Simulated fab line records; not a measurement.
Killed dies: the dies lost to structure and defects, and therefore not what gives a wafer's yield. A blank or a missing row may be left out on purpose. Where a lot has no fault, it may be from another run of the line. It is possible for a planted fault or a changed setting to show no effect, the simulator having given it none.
What tool caused it? | flow nand harc | Sampling: 24 lots, 72 wafers, 6 of 1302 route steps

== WHAT EACH GAUGE READ, for each wafer ==
Not one reading of a measure or inspect step in the record can be checked against a usual standard deviation.

== TOOL THAT RAN EACH LOT (tool first, then ch and the chambers of the sampled wafers, then the start) ==
lot  | NHARC_P_M1_PRE_CLEAN_32         | NHARC_P_M1_DEP_33               | NHARC_P_M2_ANNEAL_31             | NHARC_P_M2_CMP_23             | NHARC_P_BONDPAD_CMP_32        | NHARC_P_BONDPAD_PVD_17
L074 | pecvd-04 ch 0,1, day 6 08:07    | pecvd-04 ch 0,1, day 6 08:11    | rtp anneal-01 ch 0, day 6 11:16  | cmp-01 ch 1,2,3, day 6 11:38  | cmp-03 ch 0,1,3, day 6 13:03  | pvd sputter-02, no start
L075 | pecvd-01 ch 0,2, day 6 23:28    | pecvd-01 ch 0,2, day 6 23:33    | rtp anneal-02 ch 0, day 7 02:44  | cmp-04 ch 0,1,2, day 7 03:08  | cmp-04 ch 1,2, day 7 04:52    | pvd sputter-02, no start
L076 | pecvd-02 ch 1,2, day 7 00:13    | pecvd-02 ch 1,2, day 7 00:17    | rtp anneal-01 ch 0, day 7 03:36  | cmp-04 ch 0,1,2, day 7 03:52  | cmp-04 ch 0,1, day 7 05:16    | pvd sputter-02, no start
L077 | pecvd-01 ch 0,1, day 7 16:19    | pecvd-01 ch 0,1, day 7 16:25    | rtp anneal-02 ch 0, day 7 19:36  | cmp-04 ch 0,1,3, day 7 19:59  | cmp-04 ch 1,2,3, day 7 21:23  | pvd sputter-03, no start
L078 | pecvd-01 ch 0,1, day 7 21:15    | pecvd-01 ch 0,1, day 7 21:20    | rtp anneal-01 ch 0, day 8 00:27  | cmp-01 ch 1,2, day 8 00:46    | cmp-02 ch 0,1,3, day 8 02:14  | pvd sputter-02, no start
L079 | pecvd-02 ch 0,1, day 8 08:08    | pecvd-02 ch 0,1, day 8 08:13    | rtp anneal-01 ch 0, day 8 11:27  | cmp-01 ch 1,2,3, day 8 11:44  | cmp-03 ch 0,2,3, day 8 13:13  | pvd sputter-03, no start
L080 | pecvd-02 ch 0,1,2, day 8 19:41  | pecvd-02 ch 0,1,2, day 8 19:47  | rtp anneal-01 ch 0, day 8 23:02  | cmp-04 ch 0,2, day 8 23:19    | cmp-03 ch 1,2,3, day 9 00:47  | pvd sputter-03, no start
L081 | pecvd-04 ch 0,1, day 9 04:20    | pecvd-04 ch 0,1, day 9 04:26    | rtp anneal-01 ch 0, day 9 07:36  | cmp-01 ch 0,3, day 9 07:56    | cmp-02 ch 0,1,2, day 9 09:26  | pvd sputter-02, no start
L082 | pecvd-04 ch 0,2, day 9 16:49    | pecvd-04 ch 0,2, day 9 16:56    | rtp anneal-01 ch 0, day 9 19:56  | cmp-01 ch 0,3, day 9 20:17    | cmp-04 ch 0,1,2, day 9 21:47  | pvd sputter-03, no start
L083 | pecvd-01 ch 0,1, day 9 21:39    | pecvd-01 ch 0,1, day 9 21:49    | rtp anneal-02 ch 0, day 10 01:04 | cmp-03 ch 2,3, day 10 01:27   | cmp-03 ch 0,1,3, day 10 03:04 | pvd sputter-03, no start
L084 | pecvd-01 ch 0,1, day 10 12:26   | pecvd-01 ch 0,1, day 10 12:33   | rtp anneal-02 ch 0, day 10 15:55 | cmp-04 ch 0,1,2, day 10 16:16 | cmp-04 ch 1,2, day 10 17:37   | pvd sputter-03, no start
L085 | pecvd-04 ch 0,1, day 10 16:56   | pecvd-04 ch 0,1, day 10 17:01   | rtp anneal-02 ch 0, day 10 20:21 | cmp-01 ch 0,1,3, day 10 20:42 | cmp-04 ch 1,2,3, day 10 22:07 | pvd sputter-02, no start
L086 | pecvd-02 ch 1,2, day 11 07:47   | pecvd-02 ch 1,2, day 11 07:55   | rtp anneal-01 ch 0, day 11 11:38 | cmp-01 ch 2,3, day 11 11:56   | cmp-03 ch 1,2,3, day 11 13:34 | pvd sputter-01, no start
L087 | pecvd-04 ch 0,2, day 11 17:07   | pecvd-04 ch 0,2, day 11 17:12   | rtp anneal-01 ch 0, day 11 20:25 | cmp-04 ch 0,1,3, day 11 20:46 | cmp-02 ch 0,1,2, day 11 22:11 | pvd sputter-01, no start
L088 | pecvd-02 ch 0,2, day 12 07:05   | pecvd-02 ch 0,2, day 12 07:10   | rtp anneal-02 ch 0, day 12 10:25 | cmp-01 ch 0,1,3, day 12 10:46 | cmp-02 ch 1,2,3, day 12 12:15 | pvd sputter-01, no start
L089 | pecvd-01 ch 0,1,2, day 13 03:26 | pecvd-01 ch 0,1,2, day 13 03:31 | rtp anneal-01 ch 0, day 13 06:35 | cmp-04 ch 1,2, day 13 06:57   | cmp-04 ch 0,1, day 13 08:23   | pvd sputter-02, no start
L090 | pecvd-01 ch 0,1,2, day 13 04:40 | pecvd-01 ch 0,1,2, day 13 04:46 | rtp anneal-02 ch 0, day 13 07:47 | cmp-03 ch 0,1,2, day 13 08:08 | cmp-04 ch 1,3, day 13 09:34   | pvd sputter-03, no start
L091 | pecvd-04 ch 0,1,2, day 13 12:51 | pecvd-04 ch 0,1,2, day 13 13:01 | rtp anneal-01 ch 0, day 13 16:16 | cmp-04 ch 1,2,3, day 13 16:32 | cmp-02 ch 0,1, day 13 17:55   | pvd sputter-03, no start
L093 | pecvd-02 ch 1,2, day 14 02:47   | pecvd-02 ch 1,2, day 14 02:55   | rtp anneal-01 ch 0, day 14 06:03 | cmp-01 ch 0,1,2, day 14 06:23 | cmp-02 ch 0,1,3, day 14 07:47 | pvd sputter-02, no start
L092 | pecvd-02 ch 0,1, day 14 03:40   | pecvd-02 ch 0,1, day 14 03:44   | rtp anneal-02 ch 0, day 14 07:10 | cmp-01 ch 0,1,2, day 14 07:31 | cmp-04 ch 1,2,3, day 14 08:58 | pvd sputter-03, no start
L094 | pecvd-04 ch 0,1,2, day 14 18:29 | pecvd-04 ch 0,1,2, day 14 18:34 | rtp anneal-01 ch 0, day 14 21:43 | cmp-01 ch 0,1, day 14 22:02   | cmp-03 ch 0,1, day 14 23:27   | pvd sputter-02, no start
L095 | pecvd-02 ch 1,2, day 15 09:32   | pecvd-02 ch 1,2, day 15 09:38   | rtp anneal-02 ch 0, day 15 12:51 | cmp-03 ch 0,1,2, day 15 13:11 | cmp-02 ch 0,2,3, day 15 14:39 | pvd sputter-02, no start
L096 | pecvd-02 ch 0,1,2, day 15 12:46 | pecvd-02 ch 0,1,2, day 15 12:53 | rtp anneal-02 ch 0, day 15 16:08 | cmp-01 ch 1,2, day 15 16:31   | cmp-03 ch 1,2,3, day 15 18:01 | pvd sputter-01, no start
L097 | pecvd-01 ch 1,2, day 15 19:46   | pecvd-01 ch 1,2, day 15 19:51   | rtp anneal-01 ch 0, day 15 23:08 | cmp-01 ch 1,2,3, day 15 23:27 | cmp-02 ch 0,2,3, day 16 00:53 | pvd sputter-02, no start
- NHARC_P_M1_PRE_CLEAN_32: time 12 s.
- NHARC_P_M1_DEP_33: deposits SiCN, target thk 30 nm.
- NHARC_P_M2_ANNEAL_31: time 90 s.
- NHARC_P_M2_CMP_23: polishes, t overpolish 20 s, target thk 144.3 nm.
- NHARC_P_BONDPAD_CMP_32: polishes SiCN, target thk 200 nm.
- NHARC_P_BONDPAD_PVD_17: deposits TaN, target thk 5 nm, time 8.06 s.

== AS READ BY THE TOOLS THEMSELVES (means over the sampled wafers that have a number; for cases with no such wafer, the mark the record gives instead) ==
NHARC_P_M1_PRE_CLEAN_32.
lot  | tool     | heater power w (W)
L074 | pecvd-04 | 662
L075 | pecvd-01 | 650
L076 | pecvd-02 | 616
L077 | pecvd-01 | 645
L078 | pecvd-01 | 665
L079 | pecvd-02 | 665
L080 | pecvd-02 | 624
L081 | pecvd-04 | 606
L082 | pecvd-04 | 618
L083 | pecvd-01 | 591
L084 | pecvd-01 | 619
L085 | pecvd-04 | 658
L086 | pecvd-02 | 590
L087 | pecvd-04 | 595
L088 | pecvd-02 | 733
L089 | pecvd-01 | 634
L090 | pecvd-01 | 581
L091 | pecvd-04 | 632
L093 | pecvd-02 | 605
L092 | pecvd-02 | 676
L094 | pecvd-04 | 622
L095 | pecvd-02 | 596
L096 | pecvd-02 | 637
L097 | pecvd-01 | 662

NHARC_P_M1_DEP_33.
lot  | tool     | heater power w (W)
L074 | pecvd-04 | 543
L075 | pecvd-01 | 584
L076 | pecvd-02 | 578
L077 | pecvd-01 | 575
L078 | pecvd-01 | 571
L079 | pecvd-02 | 587
L080 | pecvd-02 | 622
L081 | pecvd-04 | 545
L082 | pecvd-04 | 581
L083 | pecvd-01 | 554
L084 | pecvd-01 | 601
L085 | pecvd-04 | 536
L086 | pecvd-02 | 579
L087 | pecvd-04 | 547
L088 | pecvd-02 | 670
L089 | pecvd-01 | 585
L090 | pecvd-01 | 565
L091 | pecvd-04 | 587
L093 | pecvd-02 | 538
L092 | pecvd-02 | 583
L094 | pecvd-04 | 553
L095 | pecvd-02 | 583
L096 | pecvd-02 | 650
L097 | pecvd-01 | 620

NHARC_P_M2_ANNEAL_31.
lot  | tool          | wafer_temp_C_max
L074 | rtp anneal-01 | 225.8
L075 | rtp anneal-02 | 226.4
L076 | rtp anneal-01 | 226.2
L077 | rtp anneal-02 | 226.0
L078 | rtp anneal-01 | 226.0
L079 | rtp anneal-01 | 226.0
L080 | rtp anneal-01 | 226.0
L081 | rtp anneal-01 | 226.1
L082 | rtp anneal-01 | 226.3
L083 | rtp anneal-02 | 226.2
L084 | rtp anneal-02 | 226.2
L085 | rtp anneal-02 | 226.4
L086 | rtp anneal-01 | 226.0
L087 | rtp anneal-01 | 225.7
L088 | rtp anneal-02 | 226.7
L089 | rtp anneal-01 | 225.8
L090 | rtp anneal-02 | 226.7
L091 | rtp anneal-01 | 225.9
L093 | rtp anneal-01 | 226.3
L092 | rtp anneal-02 | 226.4
L094 | rtp anneal-01 | 226.0
L095 | rtp anneal-02 | 226.5
L096 | rtp anneal-02 | 226.3
L097 | rtp anneal-01 | 226.4

NHARC_P_M2_CMP_23.
lot  | tool   | motor current A (A) | slurry filter dp kPa (kPa) | time to endpoint s (s)
L074 | cmp-01 | 11.5                | 13.50                      | 33
L075 | cmp-04 | 11.2                | 13.48                      | 29
L076 | cmp-04 | 11.2                | 13.47                      | 28
L077 | cmp-04 | 12.4                | 13.43                      | 25
L078 | cmp-01 | 11.1                | 13.49                      | 31
L079 | cmp-01 | 11.4                | 13.56                      | 29
L080 | cmp-04 | 10.4                | 13.60                      | 22
L081 | cmp-01 | 13.0                | 13.63                      | 34
L082 | cmp-01 | 13.0                | 13.58                      | 30
L083 | cmp-03 | 11.5                | 13.52                      | 25
L084 | cmp-04 | 11.3                | 13.42                      | 25
L085 | cmp-01 | 12.0                | 13.48                      | 30
L086 | cmp-01 | 11.9                | 13.49                      | 31
L087 | cmp-04 | 12.6                | 13.45                      | 27
L088 | cmp-01 | 12.3                | 13.54                      | 31
L089 | cmp-04 | 11.2                | 13.47                      | 26
L090 | cmp-03 | 11.7                | 13.49                      | 31
L091 | cmp-04 | 12.3                | 13.46                      | 26
L093 | cmp-01 | 11.8                | 13.54                      | 29
L092 | cmp-01 | 11.6                | 13.58                      | 30
L094 | cmp-01 | 12.6                | 13.49                      | 31
L095 | cmp-03 | 11.9                | 13.57                      | 30
L096 | cmp-01 | 11.0                | 13.51                      | 31
L097 | cmp-01 | 11.2                | 13.52                      | 32

NHARC_P_BONDPAD_CMP_32.
lot  | tool   | motor current A (A) | slurry filter dp kPa (kPa)
L074 | cmp-03 | 11.7                | 13.39
L075 | cmp-04 | 11.0                | 13.55
L076 | cmp-04 | 12.2                | 13.42
L077 | cmp-04 | 12.5                | 13.51
L078 | cmp-02 | 12.7                | 13.47
L079 | cmp-03 | 11.5                | 13.60
L080 | cmp-03 | 11.6                | 13.49
L081 | cmp-02 | 12.3                | 13.49
L082 | cmp-04 | 11.2                | 13.53
L083 | cmp-03 | 12.3                | 13.45
L084 | cmp-04 | 11.9                | 13.42
L085 | cmp-04 | 12.5                | 13.54
L086 | cmp-03 | 12.0                | 13.49
L087 | cmp-02 | 12.8                | 13.42
L088 | cmp-02 | 12.4                | 13.51
L089 | cmp-04 | 11.4                | 13.50
L090 | cmp-04 | 13.2                | 13.43
L091 | cmp-02 | 13.0                | 13.53
L093 | cmp-02 | 12.8                | 13.57
L092 | cmp-04 | 12.5                | 13.50
L094 | cmp-03 | 11.4                | 13.58
L095 | cmp-02 | 11.7                | 13.70
L096 | cmp-03 | 12.0                | 13.51
L097 | cmp-02 | 11.9                | 13.50

NHARC_P_BONDPAD_PVD_17.
lot  | tool           | throttle valve pct (%)
L074 | pvd sputter-02 | 30.6
L075 | pvd sputter-02 | 30.6
L076 | pvd sputter-02 | 30.7
L077 | pvd sputter-03 | 30.3
L078 | pvd sputter-02 | 30.3
L079 | pvd sputter-03 | 30.0
L080 | pvd sputter-03 | 30.3
L081 | pvd sputter-02 | 30.3
L082 | pvd sputter-03 | 30.6
L083 | pvd sputter-03 | 29.7
L084 | pvd sputter-03 | 30.0
L085 | pvd sputter-02 | 30.1
L086 | pvd sputter-01 | 29.8
L087 | pvd sputter-01 | 29.3
L088 | pvd sputter-01 | 29.0
L089 | pvd sputter-02 | 30.2
L090 | pvd sputter-03 | 30.1
L091 | pvd sputter-03 | 30.4
L093 | pvd sputter-02 | 30.3
L092 | pvd sputter-03 | 30.4
L094 | pvd sputter-02 | 30.1
L095 | pvd sputter-02 | 30.4
L096 | pvd sputter-01 | 29.3
L097 | pvd sputter-02 | 30.6

== THE ANSWER, worked out from the rows above alone ==
Rule: the usual values come from the lots themselves. The widest of any qualifying gaps counts: lots, ordered by their means at a reading, are off when they make up no more than a third of the lots, leave a main group of 4 or more, and stand apart from it by 3 or more times the standard deviation of that group's means. A main group is skipped when, at the precision printed for the reading in the tables above, its means are all equal. A lot without any number at a reading at which 4 lots or more have one is off too. The other lots that the step has rows for count as sound. First the gauges in route order, then the tools' own readings, where a lot's mean is used as printed above. The first step at which some lot is off is used, and at that step the reading that is off furthest; a lot without a number counts as furthest.
None of the lots is off at any reading shown; this tells nothing.

== WHAT THE SIMULATOR HAD PUT IN ==
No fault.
